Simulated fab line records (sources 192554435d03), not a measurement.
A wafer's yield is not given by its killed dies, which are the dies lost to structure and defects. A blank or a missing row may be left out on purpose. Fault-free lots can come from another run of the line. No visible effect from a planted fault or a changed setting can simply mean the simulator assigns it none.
Comparing a struck lot with a sound one | flow n5Finfet | 15 out of 1938 route steps
Sound: these wafers, L272.1, L272.2, L272.3. Struck: wafers L279.1, L279.2, L279.3. The cause is named last.
Each step with rows lists, per side, the tool, then ch with its chambers, then its first start. Under that, the readings that differ: sound wafers | struck wafers | difference of the means | sigmas: that difference in standard deviations of wafers without a fault.
alike: a reading whose means differ by less than 2 such deviations, as well as words and numbers matching on both sides. not compared: withheld readings; readings where some wafer has no value; bounds like >300 that might hide an equal value; numbers whose values overlap and for which the record gives no deviation.
Wherever a step has rows on one side only, a row that says differs or no value, or a row with sigmas, the two part there. Non-overlapping numbers with no deviation appear without sigmas and do not part them. A reading that every wafer of one side lacks parts them only if that side has two wafers or more.

N5_BEOL_M5_VIA_ETCH_34: etches SiCOH lowk in C4F6/O2, target depth 88.3 nm, time 39.2 s.
  sound on rieDiel-04 ch 0,1,2, day 11 17:00; struck on rieDiel-04 ch 0,1,3, day 13 08:40
  alike: C4F6_flow_sccm, drypumpMotorCurrentA, oesProductAu, rfVppV, showerheadPlenumPTorr, throttleValvePct
  not compared: rfHoursCounterH
then, 1 step without rows for these wafers: N5_BEOL_M5_STRIP_85 (strips in C4F6/O2).
N5_BEOL_M5_STRIP_36: strips in N2/H2.
  sound on rieDiel-04 ch 0,1,2, day 11 17:02; struck on rieDiel-04 ch 0,1,3, day 13 08:43
  alike: biasPowerW, drypumpMotorCurrentA, oesProductAu, rfVppV, showerheadPlenumPTorr, throttleValvePct
  not compared: rfHoursCounterH
N5_BEOL_M5_TRENCH_ETCH_37: etches SiCOH lowk in C4F6/O2, target depth 71.652 nm, time 24.7 s.
  sound: rieDiel-04 ch 0,1,2; struck: rieDiel-04 ch 0,1,3
  alike: C4F6_flow_sccm, drypumpMotorCurrentA, oesProductAu, rfVppV, showerheadPlenumPTorr, throttleValvePct
  not compared: rfHoursCounterH
N5_BEOL_M5_ETCH_41: etches SiCN in CH3F/O2, target depth 31.5 nm, time 56.7 s.
  sound: rieDiel-04 ch 0,1,2; struck: rieDiel-04 ch 0,1,3
  alike: drypumpMotorCurrentA, oesProductAu, rfVppV, showerheadPlenumPTorr, throttleValvePct
  not compared: rfHoursCounterH
N5_BEOL_M5_STRIP_91: strips in N2/H2, time 10 s.
  sound: rieDiel-04 ch 0,1,2; struck: rieDiel-04 ch 0,1,3
  alike: biasPowerW, drypumpMotorCurrentA, oesProductAu, rfVppV, showerheadPlenumPTorr, throttleValvePct
  not compared: rfHoursCounterH
N5_BEOL_M5_OCD_MEAS_38:
  sound on ocd-02 at day 11 17:14; struck on ocd-01 at day 13 08:55
  alike: trenchDepthNm
then, 4 steps without rows for these wafers: N5_BEOL_M5_HM_STRIP_39 (strips TiN in peroxide tin strip, target depth 25 nm, time 158 s); N5_BEOL_M5_SRD_40 (time 30 s); N5_BEOL_M5_PRECLEAN_42 (cleans in residue remover, time 60 s); N5_BEOL_M5_SRD_43 (time 30 s).
N5_BEOL_M5_CD_MEAS_35: target cd 28 nm, target cd y 24 nm.
  sound on cdSem-02 at day 11 17:23; struck on cdSem-02 at day 13 09:04
  alike: cdNm
N5_BEOL_M5_CURE_80: cures SiCOH lowk, time 120 s.
  sound on uvCure-02 ch 1, day 11 17:26; struck on uvCure-01 ch 1, day 13 09:07
  no value came back on the struck wafers for lampPowerPct (%), runLengthS (s), wafer_temp_C_max; on the sound wafers lampPowerPct (%) reads 52.24 52.27 52.35
then, 1 step without rows for these wafers: N5_BEOL_M5_DEGAS_44 (time 60 s).
-- here the record skips 4 days between the struck wafers' starts before and after, leaving off in module BEOL_M5 and picking up in module PASSIVATION (first step shown: number 1936 of the route) --
N5_PASSIVATION_PROBE_49:
  sound on prober-01 at day 15 16:57; struck on prober-01 at day 17 16:41
  alike: defectLimitedYield, killed_at_M0_to_M3, killed_at_M4_up, killedAtContacts, killedAtFrontEnd, killedAtOther, killedDies, killedOpen, killedShort, sort_bin_5_function, sort_bin_6_memory, sortNPass, sortYieldPct

## WHERE THEY PART
Only at N5_BEOL_M5_CURE_80, as far as this record shows. Later steps at which nothing parts them and some readings are alike: N5_PASSIVATION_PROBE_49.

WHY: whatever the simulator had introduced
Whole step skipped at N5_BEOL_M5_CURE_80 on uvCure-01, starting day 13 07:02. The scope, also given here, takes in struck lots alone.
